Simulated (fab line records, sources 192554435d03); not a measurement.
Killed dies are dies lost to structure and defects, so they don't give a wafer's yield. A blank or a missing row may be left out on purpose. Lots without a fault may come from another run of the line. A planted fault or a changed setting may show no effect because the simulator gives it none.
Chamber matching | flow n5_finfet | N5_BEOL_M0_TRENCH_ETCH_107 on rie_diel-03: 4 sister chambers
The step etches SiOC in C4F6/O2, target depth 32.8 nm, time 16.4 s. 4 wafers are shown with their chamber, then 8 later ones without.

WAFERS WITH THEIR CHAMBER
wafer  | chamber | throttle_valve_pct (%)
L083.6 | 3       | 21.20
L090.5 | 2       | 20.76
L090.6 | 0       | 20.30
L093.2 | 1       | 20.81

WAFERS WITHOUT THEIR CHAMBER
wafer  | throttle_valve_pct (%)
L093.3 | 20.76
L093.4 | 20.83
L094.1 | 20.33
L094.4 | 20.79
L094.5 | 20.86
L096.1 | 20.34
L096.5 | 20.82
L096.6 | 20.79

WHICH CHAMBER EACH WENT THROUGH
wafer  | from the rows above     | in truth
L093.3 | can't be placed: 2 or 1 | 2
L093.4 | can't be placed: 1 or 2 | 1
L094.1 | 0                       | 0
L094.4 | can't be placed: 1 or 2 | 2
L094.5 | can't be placed: 1 or 2 | 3
L096.1 | 0                       | 0
L096.5 | can't be placed: 1 or 2 | 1
L096.6 | can't be placed: 1 or 2 | 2
Placed correctly: 2 of 8. Can't be placed from these rows: 6 (the true chamber is among the candidates in 5). Placed wrongly: 0.
How it was worked out, from the rows above alone: a wafer's distance from a chamber is the root of the sum, over the readings, of the square of ((its reading less the chamber's mean) divided by the reading's scatter). The wafer belongs to the nearest chamber; if the next one is less than 2 further off, it can't be placed. A chamber's mean is the mean of its shown wafers. The scatter: with one shown wafer a chamber, the root of the mean of the squares of how far each hidden wafer lies from its nearest shown one.
